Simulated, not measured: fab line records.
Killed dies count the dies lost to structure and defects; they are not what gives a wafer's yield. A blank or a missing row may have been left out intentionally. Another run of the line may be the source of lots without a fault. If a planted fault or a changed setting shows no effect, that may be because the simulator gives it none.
fab line records	flow n5_finfet
[record] lots = 7	wafers = 21
route steps=1938 shown BEOL_M4@1070 BEOL_M5@1115 BEOL_M7@1280 BEOL_M8@1359 BEOL_M9@1401
start_h: the number of hours between the record's first day and the start of the first shown wafer of the lot	wait_h: how many hours have passed since the lot's step before this one	" as in the row above	L1.1+2: several wafers, shown together as one row	- no value, or no start given	* or withheld: withheld	< > ~ a bound
route shown NAME@n: names a module that has steps shown in the file, with the first one's number in the route	usual: mean/standard deviation taken from wafers without a fault	same: alike in all rows	chamber/n: place in a boat	sites: the reading at each site	_std_site: the standard deviation of these	_edge_site: inner sites' mean taken away from outer sites' mean	radius_mm: how far each site lies from the wafer's centre	mask NAME#n: copy n	behind: the most recent tool/chamber to have shaped the wafer	hold: the reason the lot was held/the length of the hold in hours/how it ended	device: which transistor (n, p or np) failed to switch	end of line: tests run on the same wafers once the route is complete	step lacking rows: just its recipe	killed: the dies lost at the first sort to structure and to defects; this is not the yield of the wafer	map: a wafer's dies, x killed, . not, _ none there
set.NAME: setting as actually run; set.NAME@STEP: the setting as run at that earlier step	model.NAME: the simulator's own value behind a step, which no gauge read
lots run with intentionally changed settings; tables by step, rows by wafer
[[steps]]
[step N5_BEOL_M4_TRENCH_ETCH_37]
[recipe] chemistry = C4F6/O2	target_depth_a = 555.55	target = SiOC	time_s = 29.2	ion_energy_ev = 250	pressure_mtorr = 30	source_w = 355	bias_w = 185	Ar_flow_sccm = 300	C4F6_flow_sccm = 10	O2_flow_sccm = 10
lot.wafer	tool	chamber	start_h	wait_h	set.time_s	model.BEOL_M4.feature_depth_nm	model.etch.depth_nm
L075.1+6	rie_diel-01	0,1	-	-	29.2	54.2	54.29
L075.4	"	2	"	"	29.2	54	53.97
L077.1	rie_diel-04	2	-	-	29.2	54.4	54.4
L077.4	"	2	"	"	31.78	58.2	58.13
L077.5	"	3	"	"	31.78	60.4	60.37
L084.2	rie_diel-01	2	-	-	31.91	61.4	61.49
L084.4	"	0	"	"	29.2	54.6	54.51
L084.6	"	1	"	"	31.91	60	59.99
L090.1	rie_diel-04	1	-	-	35.37	68	67.94
L090.4	"	2	"	"	29.2	53.2	53.16
L090.5	"	3	"	"	35.37	69	68.97
L092.2	rie_diel-04	3	-	-	29.2	57.2	57.18
L092.3	"	2	"	"	29.2	54	53.95
L092.5	"	0	"	"	24.45	47	47.05
L097.3	rie_diel-01	3	-	-	29.2	55	55.02
L097.4	"	2	"	"	27.56	54.2	54.19
L097.6	"	0	"	"	27.56	53.6	53.58
L095.2	rie_diel-05	3	-	-	24.99	46.4	46.32
L095.3	"	1	"	"	29.2	54	53.93
L095.6	"	2	"	"	24.99	48.6	48.56
[step N5_BEOL_M4_ETCH_41]
[recipe] chemistry = CH3F/O2	target = SiCN	target_depth_a = 299	taper_deg = 2	time_s = 52.5	ion_energy_ev = 120	mask_material = TiN	pressure_mtorr = 30	source_w = 395	bias_w = 75	Ar_flow_sccm = 150	CH3F_flow_sccm = 30	O2_flow_sccm = 20
[step N5_BEOL_M4_STRIP_97]
[recipe] chemistry = N2/H2	time_s = 10	power_w = 450	temp_c = 40	pressure_mtorr = 20	rf_frequency_hz = 6e+07	bias_power_w = 7	n2_flow_sccm = 200	h2_flow_sccm = 200
[step N5_BEOL_M4_OCD_MEAS_38]
[usual] trench_depth_nm = 55.2/1.2
lot.wafer	tool	chamber	start_h	wait_h	set.time_s@BEOL_M4_TRENCH_ETCH_37	trench_depth_nm
L075.1	ocd-01	-	223.40	-	29.2	54.5
L075.4	"	-	"	"	29.2	53.8
L075.6	"	-	"	"	29.2	54.8
L077.1	ocd-01	-	250.39	-	29.2	54.9
L077.4	"	-	"	"	31.78	58.1
L077.5	"	-	"	"	31.78	60.6
L084.2	ocd-01	-	308.68	-	31.91	61.5
L084.4	"	-	"	"	29.2	54.3
L084.6	"	-	"	"	31.91	60.4
L090.1	ocd-02	-	335.53	-	35.37	68.0
L090.4	"	-	"	"	29.2	52.9
L090.5	"	-	"	"	35.37	68.9
L092.2	ocd-02	-	347.05	-	29.2	57.1
L092.3	"	-	"	"	29.2	54.0
L092.5	"	-	"	"	24.45	46.9
L097.3	ocd-02	-	371.10	-	29.2	54.9
L097.4	"	-	"	"	27.56	54.1
L097.6	"	-	"	"	27.56	53.7
L095.2	ocd-01	-	398.92	-	24.99	46.1
L095.3	"	-	"	"	29.2	53.8
L095.6	"	-	"	"	24.99	48.6
[step N5_BEOL_M4_HM_STRIP_39]
[recipe] chemistry = peroxide_tin_strip	material = TiN	target_depth_a = 250	temp_c = 50	time_s = 158
[step N5_BEOL_M4_SRD_40]
[recipe] time_s = 30	temp_c = 23	rinse_liquid = diw	dry = ipa_marangoni
[step N5_BEOL_M4_ECD_50]
[recipe] material = Cu	target_thk_a = 3000
[step N5_BEOL_M4_ANNEAL_51]
[recipe] temp_c = 225	time_s = 90	ambient = N2
[step N5_BEOL_M4_CMP_52]
[recipe] stop_on = SiOC	t_overpolish_s = 6.8	down_force_psi = 1	platen_rpm = 50	clearing_platen_down_force_psi = 1.5	clearing_platen_rpm = 50	post_cmp_clean = cu_alkaline	target_thk_nm = 40	clearing_platen_pad_velocity_m_s = 0.99484	pad_velocity_m_s = 0.99484
lot.wafer	tool	chamber	start_h	wait_h	set.time_s@BEOL_M4_TRENCH_ETCH_37	model.Cu_of_BEOL_M4_ECD_50.thk_nm
L075.4	cmp-01	0	227.43	0.1	29.2	38.8
L075.1	"	1	"	"	29.2	38.2
L075.6	"	0	"	"	29.2	39.4
L077.1	cmp-01	1	256.43	0.3	29.2	37
L077.4	"	2	"	"	31.78	42.4
L077.5	"	2	"	"	31.78	43.6
L084.4	cmp-03	2	312.04	0.1	29.2	40.4
L084.2	"	0	"	"	31.91	48.2
L084.6	"	3	"	"	31.91	46.6
L090.4	cmp-01	3	341.77	0.1	29.2	36.6
L090.1	"	0	"	"	35.37	52.8
L090.5	"	0	"	"	35.37	54.2
L092.2	cmp-04	0	350.51	0.2	29.2	42
L092.3	"	2	"	"	29.2	36.8
L092.5	"	3	"	"	24.45	31.6
L097.3	cmp-01	3	374.81	0.2	29.2	40
L097.4	"	0	"	"	27.56	39
L097.6	"	2	"	"	27.56	39.4
L095.2	cmp-03	0	402.00	0.2	24.99	33
L095.3	"	1	"	"	29.2	38.4
L095.6	"	3	"	"	24.99	34.4
[step N5_BEOL_M4_THK_MEAS_53]
[recipe] thk_meas_gauge = xrf	reads = Cu_of_BEOL_M4_ECD_50
[usual] M4_THK = 40.6/1.9
lot.wafer	tool	chamber	start_h	wait_h	set.time_s@BEOL_M4_TRENCH_ETCH_37	M4_THK[nm]
L075.1	film_metro-02	-	227.73	-	29.2	38.7
L075.4	"	-	"	"	29.2	39.2
L075.6	"	-	"	"	29.2	39.8
L077.1	film_metro-02	-	256.73	-	29.2	37.8
L077.4	"	-	"	"	31.78	43.4
L077.5	"	-	"	"	31.78	44.5
L084.2	film_metro-02	-	312.33	-	31.91	49.6
L084.4	"	-	"	"	29.2	41.2
L084.6	"	-	"	"	31.91	47.7
L090.1	film_metro-02	-	342.06	-	35.37	53.6
L090.4	"	-	"	"	29.2	37.2
L090.5	"	-	"	"	35.37	54.9
L092.2	film_metro-01	-	350.77	-	29.2	42.4
L092.3	"	-	"	"	29.2	37.1
L092.5	"	-	"	"	24.45	31.9
L097.3	film_metro-02	-	375.03	-	29.2	40.8
L097.4	"	-	"	"	27.56	39.7
L097.6	"	-	"	"	27.56	40.0
L095.2	film_metro-02	-	402.25	-	24.99	33.9
L095.3	"	-	"	"	29.2	39.6
L095.6	"	-	"	"	24.99	35.3
[step N5_BEOL_M4_PRE_CLEAN_60]
[recipe] gas = NH3/H2	time_s = 15	temp_c = *	rf_power_w = 300
[step N5_BEOL_M4_CO_CAP_55]
[recipe] material = Co	target_thk_a = 20	temp_c = 200	precursor = CCTBA/H2	pressure_torr = 30	time_s = 102.1
[step N5_BEOL_M4_PRE_CLEAN_56]
[recipe] gas = NH3	time_s = 15	temp_c = withheld	rf_power_w = 300
[step N5_BEOL_M4_DEP_57]
[recipe] material = SiCN	target_thk_a = 80	temp_c = withheld	precursor = 3MS/NH3	pressure_torr = 3	rf_w = 202	time_s = 14
[step N5_BEOL_M4_RS_MEAS_58]
[recipe] thk_meas_gauge = four-point-probe	reads = Co_of_BEOL_M4_CO_CAP_55+Cu_of_BEOL_M4_ECD_50+Co_of_BEOL_M4_CVD_47+TaN_of_BEOL_M4_ALD_84
[usual] M4_RS = 0.67/0.039
lot.wafer	tool	chamber	start_h	wait_h	set.time_s@BEOL_M4_TRENCH_ETCH_37	M4_RS[ohm/sq]
L075.1	film_metro-02	-	228.02	0.1	29.2	0.71
L075.4	"	-	"	"	29.2	0.70
L075.6	"	-	"	"	29.2	0.69
L077.1	film_metro-02	-	256.99	0.1	29.2	0.74
L077.4	"	-	"	"	31.78	0.62
L077.5	"	-	"	"	31.78	0.60
L084.2	film_metro-02	-	312.59	0.1	31.91	0.53
L084.4	"	-	"	"	29.2	0.66
L084.6	"	-	"	"	31.91	0.55
L090.1	film_metro-02	-	342.38	0.0	35.37	0.47
L090.4	"	-	"	"	29.2	0.75
L090.5	"	-	"	"	35.37	0.46
L092.2	film_metro-01	-	351.09	0.1	29.2	0.63
L092.3	"	-	"	"	29.2	0.75
L092.5	"	-	"	"	24.45	0.91
L097.3	film_metro-02	-	375.30	0.1	29.2	0.67
L097.4	"	-	"	"	27.56	0.69
L097.6	"	-	"	"	27.56	0.68
L095.2	film_metro-01	-	402.52	0.1	24.99	0.86
L095.3	"	-	"	"	29.2	0.71
L095.6	"	-	"	"	24.99	0.81
[step N5_BEOL_M5_PECVD_70]
[recipe] material = SiO2	target_thk_a = 160	temp_c = 400	precursor = TEOS/O2	pressure_torr = 5.5	rf_w = 450	teos_flow_sccm = 53.8	gas = O2	flow_sccm = 3000	time_s = 18
lot.wafer	tool	chamber	start_h	wait_h	set.time_s	model.SiO2_of_BEOL_M5_PECVD_70.thk_nm
L075.1	pecvd-02	0	230.12	0.0	18	15.8
L075.4	"	0	"	"	18	16.4
L075.6	"	1	"	"	18	16.2
L077.1+4	pecvd-03	0,1	259.09	0.0	19.71	17.8
L077.5	"	2	"	"	18	16.4
L084.2	pecvd-02	2	314.22	0.0	18	16
L084.4	"	0	"	"	20.45	18
L084.6	"	1	"	"	18	16.6
L090.1	pecvd-04	1	344.00	0.0	18.82	16.4
L090.4	"	2	"	"	18	16
L090.5	"	0	"	"	18	16.4
L092.2	pecvd-04	0	353.37	0.0	18	16.4
L092.3	"	2	"	"	18	16
L092.5	"	0	"	"	18	16.6
L097.3	pecvd-02	0	376.94	0.1	16.01	14.2
L097.4	"	1	"	"	16.01	14.8
L097.6	"	0	"	"	18	15.8
L095.2	pecvd-03	2	404.14	0.0	19.46	17
L095.3	"	1	"	"	18	15.8
L095.6	"	1	"	"	18	16.4
[step N5_BEOL_M5_COAT_60]
[recipe] resist = SiARC	temp_c = 220	time_s = 60	spin_rpm = 1500	resist_thk_nm = 12
lot.wafer	tool	chamber	start_h	wait_h	set.spin_rpm	model.SiARC_of_BEOL_M5_COAT_60.thk_nm
L075.1+4+6	litho_track-01	0	-	-	1500	12
L077.1+4+5	litho_track-03	0	-	-	1500	12
L084.2	litho_track-02	0	-	-	1500	12
L084.4+6	"	0	"	"	1357	12.6
L090.1	litho_track-02	0	-	-	1500	12
L090.4+5	"	0	"	"	1412	12.4
L092.2+3	litho_track-01	0	-	-	1564	11.8
L092.5	"	0	"	"	1500	12
L097.3+4	litho_track-03	0	-	-	1611	11.6
L097.6	"	0	"	"	1500	12
L095.2+3	litho_track-01	0	-	-	1500	12
L095.6	"	0	"	"	1646	11.4
[step N5_BEOL_M5_COAT_71]
[recipe] resist = underlayer	temp_c = 205	time_s = 60	spin_rpm = 1500	resist_thk_nm = 5
[step N5_BEOL_M5_COAT_05]
[recipe] resist = CAR-EUV	spin_rpm = 1500	resist_thk_nm = 30
[step N5_BEOL_M5_DESCUM_16]
[recipe] chemistry = O2	time_s = 7	source_power_w = 50	bias_power_w = 20	pressure_mtorr = 20	rf_frequency_hz = 2.712e+07	temp_c = 40	resist = CAR-EUV	o2_flow_sccm = 225
[step N5_BEOL_M5_ETCH_72]
[recipe] chemistry = N2/H2	target = underlayer	target_depth_a = 65	mask_material = CAR-EUV	time_s = 5.2	ion_energy_ev = 200	pressure_mtorr = 30	source_w = 840	bias_w = 150	n2_flow_sccm = 200	h2_flow_sccm = 200	ends = cleared
[step N5_BEOL_M5_ETCH_61]
[recipe] chemistry = CF4	target = SiARC	target_depth_a = 156	mask_material = CAR-EUV	time_s = 26	ion_energy_ev = 80	pressure_mtorr = 40	source_w = 545	bias_w = 36	Ar_flow_sccm = 100	cf4_flow_sccm = 100	ends = cleared
lot.wafer	tool	chamber	start_h	wait_h	set.spin_rpm@BEOL_M5_COAT_60	model.etch.depth_nm
L075.1+4	rie_diel-02	2,0	231.40	0.0	1500	12.04
L075.6	"	3	"	"	1500	12.01
L077.1	rie_diel-03	2	260.28	0.0	1500	12
L077.4	"	0	"	"	1500	11.99
L077.5	"	3	"	"	1500	12.01
L084.2	rie_diel-06	0	315.12	0.0	1500	12.01
L084.4	"	1	"	"	1357	12.61
L084.6	"	2	"	"	1357	12.64
L090.1	rie_diel-03	3	346.62	0.0	1500	11.99
L090.4+5	"	2,0	"	"	1412	12.37
L092.2	rie_diel-06	0	354.92	0.0	1564	11.76
L092.3	"	1	"	"	1564	11.79
L092.5	"	0	"	"	1500	12.05
L097.3	rie_diel-03	2	379.45	0.0	1611	11.62
L097.4	"	1	"	"	1611	11.61
L097.6	"	3	"	"	1500	12.02
L095.2	rie_diel-02	2	405.71	0.0	1500	11.97
L095.3	"	0	"	"	1500	12.03
L095.6	"	0	"	"	1646	11.46
[step N5_BEOL_M7_ETCH_61]
[recipe] chemistry = CF4	target = SiARC	target_depth_a = 455	mask_material = CAR-ArF	time_s = 75.8	ion_energy_ev = 80	pressure_mtorr = 40	source_w = 545	bias_w = 36	Ar_flow_sccm = 100	cf4_flow_sccm = 100	ends = cleared
[usual] etch_rf_on_time_s = 74.2/2	rf_vpp_V = 184.0/1.3
lot.wafer	tool	chamber	start_h	wait_h	set.source_w	etch_rf_on_time_s	rf_vpp_V
L075.1	rie_diel-03	3	255.44	0.0	545	75.8	186.2
L075.4	"	2	"	"	545	74.5	186.0
L075.6	"	2	"	"	545	74.2	185.1
L077.1	rie_diel-02	0	280.81	0.0	581.9	68.7	181.6
L077.4	"	3	"	"	545	74.5	184.9
L077.5	"	3	"	"	545	74.9	184.1
L084.2	rie_diel-02	1	333.34	0.0	481.5	85.5	191.7
L084.4	"	2	"	"	545	76.0	181.0
L084.6	"	2	"	"	481.5	84.0	188.8
L090.1	rie_diel-02	1	367.30	0.0	456.1	88.7	194.0
L090.4	"	3	"	"	456.1	88.1	196.9
L090.5	"	0	"	"	545	74.9	183.3
L092.2	rie_diel-02	1	386.95	0.0	545	75.2	181.9
L092.3	"	3	"	"	545	75.3	184.8
L092.5	"	2	"	"	545	75.2	181.2
L097.3	rie_diel-06	1	396.69	0.0	545	71.1	184.5
L097.4	"	3	"	"	582.9	71.1	178.4
L097.6	"	1	"	"	545	70.0	184.6
L095.2	rie_diel-02	1	426.51	0.0	545	75.4	183.5
L095.3	"	3	"	"	545	76.2	184.2
L095.6	"	2	"	"	545	74.5	180.9
[step N5_BEOL_M8_COAT_22]
[recipe] resist = CAR-EUV	spin_rpm = 1500	resist_thk_nm = 30
lot.wafer	tool	chamber	start_h	wait_h	set.spin_rpm	model.CAR-EUV_of_BEOL_M8_COAT_22.thk_nm
L075.1+4+6	litho_track-02	0	-	-	1500	30
L077.1+5	litho_track-01	0	-	-	1500	30
L077.4	"	0	"	"	1500	30.2
L084.2	litho_track-02	0	-	-	1628	28.8
L084.4+6	"	0	"	"	1500	29.8
L090.1	litho_track-01	0	-	-	1341	31.6
L090.4+5	"	0	"	"	1500	29.8
L092.2+3	litho_track-01	0	-	-	1500	30
L092.5	"	0	"	"	1372	31.4
L097.3+6	litho_track-02	0	-	-	1500	30
L097.4	"	0	"	"	1384	31.2
L095.2+6	litho_track-01	0	-	-	1588	29.2
L095.3	"	0	"	"	1500	30
[step N5_BEOL_M9_ILD_DEP_00]
[recipe] material = SiCOH_lowk	target_thk_a = 3085.1	temp_c = 300	precursor = DEMS/porogen	pressure_torr = 5	rf_w = 500	time_s = 58
lot.wafer	tool	chamber	start_h	wait_h	set.time_s	model.SiCOH_lowk_of_BEOL_M9_ILD_DEP_00.thk_nm
L075.1	pecvd-04	2	270.48	0.0	58	307.4
L075.4	"	2	"	"	58	313.2
L075.6	"	1	"	"	58	314.6
L077.1	pecvd-04	2	294.17	0.0	58	298.2
L077.4	"	2	"	"	58	303
L077.5	"	1	"	"	58	306
L084.2	pecvd-04	0	348.47	0.0	58	304.6
L084.4	"	1	"	"	58	310.4
L084.6	"	0	"	"	63.96	342.6
L090.1	pecvd-04	1	386.54	0.0	58	304.8
L090.4	"	0	"	"	58	308.6
L090.5	"	2	"	"	58	311.4
L092.2	pecvd-03	2	400.81	0.0	58	303
L092.3	"	1	"	"	58	304.4
L092.5	"	1	"	"	61.19	328
L097.3	pecvd-03	0	411.35	0.0	61.41	322.6
L097.4	"	1	"	"	58	309.8
L097.6	"	0	"	"	58	309.4
L095.2	pecvd-03	0	441.28	0.0	58	302
L095.3	"	1	"	"	58	303.6
L095.6	"	2	"	"	65.97	351.4
[step N5_BEOL_M9_CURE_71]
[recipe] temp_c = 385	time_s = 240	ambient = He/Ar	material = SiCOH_lowk
lot.wafer	tool	chamber	start_h	wait_h	set.time_s@BEOL_M9_ILD_DEP_00	model.SiCOH_lowk_of_BEOL_M9_ILD_DEP_00.thk_nm
L075.1	uv_cure-02	2	270.56	0.0	58	267
L075.4	"	2	"	"	58	272.2
L075.6	"	2	"	"	58	273.4
L077.1	uv_cure-03	0	294.25	0.0	58	258.8
L077.4	"	0	"	"	58	263.2
L077.5	"	0	"	"	58	265.8
L084.2	uv_cure-03	2	349.07	0.6	58	264.6
L084.4	"	2	"	"	58	269.6
L084.6	"	2	"	"	63.96	298.2
L090.1	uv_cure-02	0	386.62	0.0	58	264.6
L090.4	"	0	"	"	58	268.2
L090.5	"	0	"	"	58	270.4
L092.2	uv_cure-03	0	400.97	0.1	58	263
L092.3	"	0	"	"	58	264.4
L092.5	"	0	"	"	61.19	285.2
L097.3	uv_cure-03	0	411.59	0.2	61.41	280.6
L097.4	"	0	"	"	58	269.2
L097.6	"	0	"	"	58	268.8
L095.2	uv_cure-02	2	441.44	0.1	58	262.2
L095.3	"	2	"	"	58	263.6
L095.6	"	2	"	"	65.97	306
[step N5_BEOL_M9_THK_MEAS_01]
[recipe] reads = SiCOH_lowk_of_BEOL_M9_ILD_DEP_00
[usual] M9_ILD_THK = 267/4
lot.wafer	tool	chamber	start_h	wait_h	set.time_s@BEOL_M9_ILD_DEP_00	M9_ILD_THK[nm]
L075.1	film_metro-01	-	271.07	0.4	58	267
L075.4	"	-	"	"	58	272
L075.6	"	-	"	"	58	273
L077.1	film_metro-02	-	294.76	0.4	58	259
L077.4	"	-	"	"	58	263
L077.5	"	-	"	"	58	266
L084.2	film_metro-02	-	349.50	0.4	58	264
L084.4	"	-	"	"	58	269
L084.6	"	-	"	"	63.96	298
L090.1	film_metro-02	-	387.13	0.4	58	265
L090.4	"	-	"	"	58	268
L090.5	"	-	"	"	58	271
L092.2	film_metro-02	-	401.40	0.4	58	263
L092.3	"	-	"	"	58	264
L092.5	"	-	"	"	61.19	285
L097.3	film_metro-01	-	411.94	0.3	61.41	281
L097.4	"	-	"	"	58	269
L097.6	"	-	"	"	58	269
L095.2	film_metro-01	-	441.87	0.4	58	262
L095.3	"	-	"	"	58	264
L095.6	"	-	"	"	65.97	306
[step N5_BEOL_M9_COAT_60]
[recipe] resist = SiARC	temp_c = 220	time_s = 60	spin_rpm = 1500	resist_thk_nm = 30
lot.wafer	tool	chamber	start_h	wait_h	set.spin_rpm	model.SiARC_of_BEOL_M9_COAT_60.thk_nm
L075.1+4+6	litho_track-05	0	-	-	1500	30
L077.1	litho_track-03	0	-	-	1500	30.2
L077.4+5	"	0	"	"	1630	28.8
L084.2+4	litho_track-05	0	-	-	1393	31
L084.6	"	0	"	"	1500	29.8
L090.1+4+5	litho_track-04	0	-	-	1500	30
L092.2	litho_track-04	0	-	-	1404	31.2
L092.3+5	"	0	"	"	1500	30.2
L097.3+4+6	litho_track-03	0	-	-	1384	31.2
L095.2+6	litho_track-03	0	-	-	1584	29.2
L095.3	"	0	"	"	1500	30
[step N5_BEOL_M9_COAT_05]
[recipe] resist = CAR-ArF	spin_rpm = 1500	resist_thk_nm = 90
[step N5_BEOL_M9_EBR_07]
[recipe] solvent = PGMEA	ebr_width_mm = 1.5
[step N5_BEOL_M9_DESCUM_16]
[recipe] chemistry = O2	time_s = 7.9	source_power_w = 50	bias_power_w = 20	pressure_mtorr = 20	rf_frequency_hz = 2.712e+07	temp_c = 40	resist = CAR-ArF	o2_flow_sccm = 225
[step N5_BEOL_M9_ETCH_61]
[recipe] chemistry = CF4	target = SiARC	target_depth_a = 390	mask_material = CAR-ArF	time_s = 65	ion_energy_ev = 80	pressure_mtorr = 40	source_w = 545	bias_w = 36	Ar_flow_sccm = 100	cf4_flow_sccm = 100	ends = cleared
lot.wafer	tool	chamber	start_h	wait_h	set.spin_rpm@BEOL_M9_COAT_60	model.etch.depth_nm	model.CAR-ArF_of_BEOL_M9_COAT_05.thk_nm
L075.1	rie_diel-03	1	272.20	0.0	1500	29.92	55.4
L075.4	"	2	"	"	1500	29.91	55.4
L075.6	"	3	"	"	1500	29.99	55.6
L077.1	rie_diel-02	3	296.83	0.0	1500	30.15	56
L077.4	"	1	"	"	1630	28.79	57.4
L077.5	"	0	"	"	1630	28.82	57
L084.2	rie_diel-02	2	350.77	0.0	1393	30.98	54.8
L084.4	"	3	"	"	1393	31.02	54.8
L084.6	"	2	"	"	1500	29.83	55.8
L090.1	rie_diel-06	1	388.93	0.0	1500	29.99	55.6
L090.4	"	2	"	"	1500	30.1	55.8
L090.5	"	0	"	"	1500	30.06	55.6
L092.2	rie_diel-03	1	402.63	0.0	1404	31.19	55
L092.3	"	2	"	"	1500	30.14	55.8
L092.5	"	3	"	"	1500	30.11	55.6
L097.3	rie_diel-03	2	414.33	0.0	1384	31.14	54.6
L097.4	"	1	"	"	1384	31.2	54.6
L097.6	"	0	"	"	1384	31.12	54
L095.2	rie_diel-06	3	444.54	0.0	1584	29.27	56.6
L095.3	"	0	"	"	1500	30.04	55.6
L095.6	"	0	"	"	1584	29.19	56.4
[[key]]
[split] step = N5_BEOL_M4_TRENCH_ETCH_37	setting = time_s	stated = 29.2	by = wafer
[response] step = N5_BEOL_M4_TRENCH_ETCH_37	reading = model.BEOL_M4.feature_depth_nm	change = +0.595	per = 1%	r = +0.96
[response] step = N5_BEOL_M4_TRENCH_ETCH_37	reading = model.etch.depth_nm	change = +0.594	per = 1%	r = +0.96
[response] step = N5_BEOL_M4_OCD_MEAS_38	reading = trench_depth_nm	change = +0.6	per = 1%	r = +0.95
[response] step = N5_BEOL_M4_CMP_52	reading = model.Cu_of_BEOL_M4_ECD_50.thk_nm	change = +0.605	per = 1%	r = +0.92
[response] step = N5_BEOL_M4_THK_MEAS_53	reading = M4_THK	change = +0.617	per = 1%	r = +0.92
[response] step = N5_BEOL_M4_RS_MEAS_58	reading = M4_RS	change = -0.0124	per = 1%	r = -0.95
[split] step = N5_BEOL_M5_PECVD_70	setting = time_s	stated = 18	by = wafer
[response] step = N5_BEOL_M5_PECVD_70	reading = model.SiO2_of_BEOL_M5_PECVD_70.thk_nm	change = +0.122	per = 1%	r = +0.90
[split] step = N5_BEOL_M5_COAT_60	setting = spin_rpm	stated = 1500	by = wafer
[response] step = N5_BEOL_M5_COAT_60	reading = model.SiARC_of_BEOL_M5_COAT_60.thk_nm	change = -0.0605	per = 1%	r = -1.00
[response] step = N5_BEOL_M5_ETCH_61	reading = model.etch.depth_nm	change = -0.06	per = 1%	r = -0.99
[split] step = N5_BEOL_M7_ETCH_61	setting = source_w	stated = 545	by = wafer
[response] step = N5_BEOL_M7_ETCH_61	reading = etch_rf_on_time_s	shape = bent	at_lowest = *	at_stated = *	at_highest = *
[response] step = N5_BEOL_M7_ETCH_61	reading = rf_vpp_V	change = -0.74	per = 1%	r = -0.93
[split] step = N5_BEOL_M8_COAT_22	setting = spin_rpm	stated = 1500	by = wafer
[response] step = N5_BEOL_M8_COAT_22	reading = model.CAR-EUV_of_BEOL_M8_COAT_22.thk_nm	change = -0.152	per = 1%	r = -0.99
[split] step = N5_BEOL_M9_ILD_DEP_00	setting = time_s	stated = 58	by = wafer
[response] step = N5_BEOL_M9_ILD_DEP_00	reading = model.SiCOH_lowk_of_BEOL_M9_ILD_DEP_00.thk_nm	change = +3.45	per = 1%	r = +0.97
[response] step = N5_BEOL_M9_CURE_71	reading = model.SiCOH_lowk_of_BEOL_M9_ILD_DEP_00.thk_nm	change = +3.06	per = 1%	r = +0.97
[response] step = N5_BEOL_M9_THK_MEAS_01	reading = M9_ILD_THK	change = +3.06	per = 1%	r = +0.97
[split] step = N5_BEOL_M9_COAT_60	setting = spin_rpm	stated = 1500	by = wafer
[response] step = N5_BEOL_M9_COAT_60	reading = model.SiARC_of_BEOL_M9_COAT_60.thk_nm	change = -0.159	per = 1%	r = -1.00
[response] step = N5_BEOL_M9_ETCH_61	reading = model.etch.depth_nm	change = -0.158	per = 1%	r = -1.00
[response] step = N5_BEOL_M9_ETCH_61	reading = model.CAR-ArF_of_BEOL_M9_COAT_05.thk_nm	change = +0.136	per = 1%	r = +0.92
